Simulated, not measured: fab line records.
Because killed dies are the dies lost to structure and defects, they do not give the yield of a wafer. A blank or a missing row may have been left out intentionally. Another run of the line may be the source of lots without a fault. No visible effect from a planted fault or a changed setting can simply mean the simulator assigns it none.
The tool behind it: which one? :: flow nand-harc :: 36 wafers from 12 lots sampled at 6 of the route's 1302 steps

== WHAT EACH GAUGE READ, for each wafer ==
NHARC_P_GATE_CD_MEAS_91 targets a cd of 2000 nm.
lot: L484
measured: day 6 08:38
on: cd-sem-01
cd-nm (nm): 1995.8 1996.9 1997.4

lot: L485
measured: day 6 08:48
on: cd-sem-02
cd-nm (nm): 1999.2 2000.0 1998.0

lot: L486
measured: day 7 01:50
on: cd-sem-01
cd-nm (nm): 2002.4 2000.4 2004.9

lot: L487
measured: day 7 05:50
on: cd-sem-03
cd-nm (nm): 1999.5 2001.9 2000.4

lot: L490
measured: day 8 21:07
on: cd-sem-03
cd-nm (nm): 1999.1 1997.6 2002.1

lot: L493
measured: day 10 07:08
on: cd-sem-03
cd-nm (nm): 2001.6 2000.4 1998.6

lot: L494
measured: day 10 06:37
on: cd-sem-02
cd-nm (nm): 1997.8 1998.1 1999.4

lot: L495
measured: day 10 21:23
on: cd-sem-02
cd-nm (nm): 1998.2 1998.6 1999.9

lot: L496
measured: day 10 23:59
on: cd-sem-01
cd-nm (nm): 1998.4 1999.6 2003.7

lot: L498
measured: day 11 19:22
on: cd-sem-02
cd-nm (nm): 2002.8 2000.8 2000.9

lot: L499
measured: day 12 07:05
on: cd-sem-02
cd-nm (nm): 2105.6 2105.8 2105.7

lot: L504
measured: day 14 14:42
on: cd-sem-03
cd-nm (nm): 2001.3 2000.5 1999.1

NHARC_END_SORT_01.
lot: L495
measured: day 29 23:45
on: prober-02
killed-at-array: 88 54 66
killed-at-other: 0 0 0
killed-at-periphery: 1 2 3
killed-dies: 89 56 69
killed-open: 4 1 4
killed-short: 3 4 2

== WHICH TOOL RAN EACH LOT (tool, then ch and the chambers of the sampled wafers, then the start) ==
lot: L484
NHARC_P_GATE_ALD_36: ald-sin-01 ch 0,1,2, day 5 18:38
NHARC_P_GATE_DESCUM_61: rie-diel-03 ch 1,3, day 6 07:06
NHARC_P_GATE_STRIP_76: plasma-asher-02 ch 0,1, day 6 07:44
NHARC_P_GATE_EXPOSE_88: krf-scanner-03 ch 0, day 6 08:29

lot: L485
NHARC_P_GATE_ALD_36: ald-sin-04 ch 1,2,3, day 5 20:53
NHARC_P_GATE_DESCUM_61: rie-diel-10 ch 1,2, day 6 07:07
NHARC_P_GATE_STRIP_76: plasma-asher-01 ch 0,1, day 6 07:45
NHARC_P_GATE_EXPOSE_88: krf-scanner-04 ch 0, day 6 08:38

lot: L486
NHARC_P_GATE_ALD_36: ald-sin-03 ch 1,2,3, day 6 11:46
NHARC_P_GATE_DESCUM_61: rie-diel-04 ch 0,2,3, day 7 00:25
NHARC_P_GATE_STRIP_76: plasma-asher-02 ch 0,1, day 7 01:02
NHARC_P_GATE_EXPOSE_88: krf-scanner-04 ch 0, day 7 01:41

lot: L487
NHARC_P_GATE_ALD_36: ald-sin-01 ch 0,1, day 6 15:52
NHARC_P_GATE_DESCUM_61: rie-diel-03 ch 1,2,3, day 7 04:17
NHARC_P_GATE_STRIP_76: plasma-asher-01 ch 0,1, day 7 04:55
NHARC_P_GATE_EXPOSE_88: krf-scanner-02 ch 0, day 7 05:40

lot: L490
NHARC_P_GATE_ALD_36: ald-sin-01 ch 0,2, day 8 07:55
NHARC_P_GATE_DESCUM_61: rie-diel-04 ch 0,1, day 8 19:34
NHARC_P_GATE_STRIP_76: plasma-asher-02 ch 0,1, day 8 20:11
NHARC_P_GATE_EXPOSE_88: krf-scanner-04 ch 0, day 8 20:57

lot: L493
NHARC_P_GATE_ALD_36: ald-sin-04 ch 1,2,3, day 9 17:01
NHARC_P_GATE_DESCUM_61: rie-diel-03 ch 0,2,3, day 10 05:35
NHARC_P_GATE_STRIP_76: plasma-asher-01 ch 0,1, day 10 06:13
NHARC_P_GATE_EXPOSE_88: krf-scanner-03 ch 0, day 10 06:59

lot: L494
NHARC_P_GATE_ALD_36: ald-sin-01 ch 1,2,3, day 9 17:42
NHARC_P_GATE_DESCUM_61: rie-diel-04 ch 1,2,3, day 10 04:57
NHARC_P_GATE_STRIP_76: plasma-asher-01 ch 0,1, day 10 05:42
NHARC_P_GATE_EXPOSE_88: krf-scanner-04 ch 0, day 10 06:28

lot: L495
NHARC_P_GATE_ALD_36: ald-sin-03 ch 0,1,2, day 10 07:16
NHARC_P_GATE_DESCUM_61: rie-diel-10 ch 1,2, day 10 19:49
NHARC_P_GATE_STRIP_76: plasma-asher-02 ch 0,1, day 10 20:29
NHARC_P_GATE_EXPOSE_88: krf-scanner-02 ch 0, day 10 21:14

lot: L496
NHARC_P_GATE_ALD_36: ald-sin-01 ch 0,1,3, day 10 11:58
NHARC_P_GATE_DESCUM_61: rie-diel-10 ch 0,1, day 10 22:16
NHARC_P_GATE_STRIP_76: plasma-asher-02 ch 0,1, day 10 23:05
NHARC_P_GATE_EXPOSE_88: krf-scanner-04 ch 0, day 10 23:50

lot: L498
NHARC_P_GATE_ALD_36: ald-sin-03 ch 0,3, day 11 05:22
NHARC_P_GATE_DESCUM_61: rie-diel-03 ch 1,2, day 11 17:56
NHARC_P_GATE_STRIP_76: plasma-asher-02 ch 0,1, day 11 18:35
NHARC_P_GATE_EXPOSE_88: krf-scanner-02 ch 0, day 11 19:13

lot: L499
NHARC_P_GATE_ALD_36: ald-sin-01 ch 0,2,3, day 11 17:04
NHARC_P_GATE_DESCUM_61: rie-diel-03 ch 1,3, day 12 05:19
NHARC_P_GATE_STRIP_76: plasma-asher-02 ch 1, day 12 06:11
NHARC_P_GATE_EXPOSE_88: krf-scanner-04 ch 0, day 12 06:56

lot: L504
NHARC_P_GATE_ALD_36: ald-sin-03 ch 0,2,3, day 14 00:50
NHARC_P_GATE_DESCUM_61: rie-diel-04 ch 0,1,2, day 14 13:10
NHARC_P_GATE_STRIP_76: plasma-asher-01 ch 0,1, day 14 13:47
NHARC_P_GATE_EXPOSE_88: krf-scanner-04 ch 0, day 14 14:33
- NHARC_P_GATE_ALD_36: deposits SiNx, target thk 20 nm, pulse time 60 s, ald cycles 223.
- NHARC_P_GATE_DESCUM_61: chemistry O2, time 3 s.
- NHARC_P_GATE_STRIP_76: strips in O2.
- NHARC_P_GATE_EXPOSE_88: exposes mask P HVN, target cd 2000 nm.

== AS READ BY THE TOOLS THEMSELVES (means over the sampled wafers that have a number; for cases with no such wafer, the mark the record gives instead) ==
NHARC_P_GATE_ALD_36.
lot: L484
tool: ald-sin-01
heater-power-w (W): 765
precursor-pulse-height-rel: 1.013

lot: L485
tool: ald-sin-04
heater-power-w (W): 794
precursor-pulse-height-rel: 1.005

lot: L486
tool: ald-sin-03
heater-power-w (W): 827
precursor-pulse-height-rel: 1.001

lot: L487
tool: ald-sin-01
heater-power-w (W): 786
precursor-pulse-height-rel: 1.004

lot: L490
tool: ald-sin-01
heater-power-w (W): 758
precursor-pulse-height-rel: 1.001

lot: L493
tool: ald-sin-04
heater-power-w (W): 789
precursor-pulse-height-rel: 1.016

lot: L494
tool: ald-sin-01
heater-power-w (W): 796
precursor-pulse-height-rel: 1.022

lot: L495
tool: ald-sin-03
heater-power-w (W): 834
precursor-pulse-height-rel: 0.990

lot: L496
tool: ald-sin-01
heater-power-w (W): 817
precursor-pulse-height-rel: 0.993

lot: L498
tool: ald-sin-03
heater-power-w (W): 815
precursor-pulse-height-rel: 0.989

lot: L499
tool: ald-sin-01
heater-power-w (W): 794
precursor-pulse-height-rel: 0.982

lot: L504
tool: ald-sin-03
heater-power-w (W): 847
precursor-pulse-height-rel: 0.989

NHARC_P_GATE_DESCUM_61.
lot: L484
tool: rie-diel-03
drypump-motor-current-A (A): 5.5
oes-product-au (a.u.): 1.005
rf-vpp-V (V): 58.0
showerhead-plenum-p-Torr (Torr): 1.90
throttle-valve-pct (%): 11.317

lot: L485
tool: rie-diel-10
drypump-motor-current-A (A): 5.7
oes-product-au (a.u.): 0.998
rf-vpp-V (V): 58.7
showerhead-plenum-p-Torr (Torr): 2.04
throttle-valve-pct (%): 11.311

lot: L486
tool: rie-diel-04
drypump-motor-current-A (A): 5.9
oes-product-au (a.u.): 0.996
rf-vpp-V (V): 57.2
showerhead-plenum-p-Torr (Torr): 1.93
throttle-valve-pct (%): 11.304

lot: L487
tool: rie-diel-03
drypump-motor-current-A (A): 5.6
oes-product-au (a.u.): 1.003
rf-vpp-V (V): 56.4
showerhead-plenum-p-Torr (Torr): 1.85
throttle-valve-pct (%): 11.319

lot: L490
tool: rie-diel-04
drypump-motor-current-A (A): 6.0
oes-product-au (a.u.): 1.001
rf-vpp-V (V): 57.9
showerhead-plenum-p-Torr (Torr): 1.99
throttle-valve-pct (%): 11.307

lot: L493
tool: rie-diel-03
drypump-motor-current-A (A): 5.8
oes-product-au (a.u.): 0.998
rf-vpp-V (V): 57.3
showerhead-plenum-p-Torr (Torr): 1.91
throttle-valve-pct (%): 11.314

lot: L494
tool: rie-diel-04
drypump-motor-current-A (A): 5.8
oes-product-au (a.u.): 0.992
rf-vpp-V (V): 58.0
showerhead-plenum-p-Torr (Torr): 1.96
throttle-valve-pct (%): 11.311

lot: L495
tool: rie-diel-10
drypump-motor-current-A (A): 5.7
oes-product-au (a.u.): 1.001
rf-vpp-V (V): 58.4
showerhead-plenum-p-Torr (Torr): 2.04
throttle-valve-pct (%): 11.312

lot: L496
tool: rie-diel-10
drypump-motor-current-A (A): 5.5
oes-product-au (a.u.): 1.000
rf-vpp-V (V): 57.7
showerhead-plenum-p-Torr (Torr): 1.96
throttle-valve-pct (%): 11.309

lot: L498
tool: rie-diel-03
drypump-motor-current-A (A): 5.5
oes-product-au (a.u.): 0.994
rf-vpp-V (V): 57.7
showerhead-plenum-p-Torr (Torr): 1.82
throttle-valve-pct (%): 11.310

lot: L499
tool: rie-diel-03
drypump-motor-current-A (A): 5.4
oes-product-au (a.u.): 1.004
rf-vpp-V (V): 57.2
showerhead-plenum-p-Torr (Torr): 1.87
throttle-valve-pct (%): 11.311

lot: L504
tool: rie-diel-04
drypump-motor-current-A (A): 5.8
oes-product-au (a.u.): 0.990
rf-vpp-V (V): 58.5
showerhead-plenum-p-Torr (Torr): 1.95
throttle-valve-pct (%): 11.306

NHARC_P_GATE_STRIP_76.
lot: L484
tool: plasma-asher-02
drypump-motor-current-A (A): 5.7
heater-power-w (W): 336

lot: L485
tool: plasma-asher-01
drypump-motor-current-A (A): 6.1
heater-power-w (W): 353

lot: L486
tool: plasma-asher-02
drypump-motor-current-A (A): 5.6
heater-power-w (W): 351

lot: L487
tool: plasma-asher-01
drypump-motor-current-A (A): 5.9
heater-power-w (W): 361

lot: L490
tool: plasma-asher-02
drypump-motor-current-A (A): 5.6
heater-power-w (W): 344

lot: L493
tool: plasma-asher-01
drypump-motor-current-A (A): 6.0
heater-power-w (W): 343

lot: L494
tool: plasma-asher-01
drypump-motor-current-A (A): 6.2
heater-power-w (W): 343

lot: L495
tool: plasma-asher-02
drypump-motor-current-A (A): 5.7
heater-power-w (W): 334

lot: L496
tool: plasma-asher-02
drypump-motor-current-A (A): 5.6
heater-power-w (W): 345

lot: L498
tool: plasma-asher-02
drypump-motor-current-A (A): 5.7
heater-power-w (W): 327

lot: L499
tool: plasma-asher-02
drypump-motor-current-A (A): 5.5
heater-power-w (W): 367

lot: L504
tool: plasma-asher-01
drypump-motor-current-A (A): 6.2
heater-power-w (W): 341

== THE ANSWER, worked out from the rows above alone ==
Rule: the usual values come from the lots themselves. The widest of any qualifying gaps counts: lots, ordered by their means at a reading, are off when they make up no more than a third of the lots, leave a main group of 4 or more, and stand apart from it by 3 or more times the standard deviation of that group's means. A main group whose means are all the same, to the digits that the tables above print for the reading, isn't used. Also off: a lot with no number at a reading for which 4 or more lots have one. Any other lot the step has rows for is counted as sound. After the gauges, taken in route order, come the tools' own readings; for these a lot's mean is taken, as printed above. The first step at which some lot is off is used, and at that step the reading that is off furthest; a lot without a number counts as furthest.
Off: L499 (NHARC_P_GATE_CD_MEAS_91, cd-nm). Main group: mean 1999.9 nm, sd 1.5.
If a tool, at a process step before that reading, ran all the lots that are off and no sound lot after the first of them, it fits. The gauges at NHARC_P_GATE_CD_MEAS_91 are tried like those tools. Can't be told from this: 4 tools fit, ald-sin-01 at NHARC_P_GATE_ALD_36, rie-diel-03 at NHARC_P_GATE_DESCUM_61, plasma-asher-02 at NHARC_P_GATE_STRIP_76, cd-sem-02 at NHARC_P_GATE_CD_MEAS_91.

== WHAT THE SIMULATOR HAD PUT IN ==
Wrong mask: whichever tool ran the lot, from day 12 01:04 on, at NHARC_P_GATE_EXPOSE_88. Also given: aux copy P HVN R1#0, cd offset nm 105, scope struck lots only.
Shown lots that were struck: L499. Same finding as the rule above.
